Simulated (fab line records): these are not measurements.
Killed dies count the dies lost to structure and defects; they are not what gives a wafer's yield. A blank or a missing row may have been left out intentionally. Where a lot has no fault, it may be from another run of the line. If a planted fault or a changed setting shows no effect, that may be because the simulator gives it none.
Chamber matching	flow n5_finfet	N5_BEOL_M13_VIA_ETCH_16 on rie_diel-01: 4 sister chambers
The step etches SiOC in C4F8/O2/Ar, target depth 921.7 nm. 4 wafers are shown with their chamber, then 9 later ones without.

WAFERS WITH THEIR CHAMBER
wafer	chamber	showerhead_plenum_p_Torr (Torr)
L084.6	0	3.32
L087.4	2	3.50
L087.5	1	3.46
L087.6	3	3.48

WAFERS WHOSE CHAMBER IS MISSING
wafer	showerhead_plenum_p_Torr (Torr)
L091.1	3.31
L091.3	3.50
L091.6	3.50
L092.3	3.31
L092.4	3.45
L092.5	3.45
L096.3	3.47
L096.5	3.31
L096.6	3.47

CHAMBER TAKEN BY EACH
wafer	from the rows above	in truth
L091.1	0	0
L091.3	2	2
L091.6	2	2
L092.3	0	0
L092.4	1	1
L092.5	1	1
L096.3	can't be placed: 3 or 1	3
L096.5	0	0
L096.6	can't be placed: 3 or 1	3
Correctly placed: 7 of 9. From these rows, 2 cannot be placed; in 2 the true chamber is one of the candidates. Placed wrongly: 0.
How it was worked out, from the rows above alone: a wafer's distance from a chamber is the root of the sum, over the readings, of the square of ((its reading less the chamber's mean) divided by the reading's scatter). The wafer belongs to the nearest chamber; if the next one is less than 2 further off, it can't be placed. For every chamber, the mean is computed from those of its wafers that are shown. The scatter (one wafer shown for each chamber): square how far every hidden wafer sits from the nearest shown wafer, average those squares and take the square root.
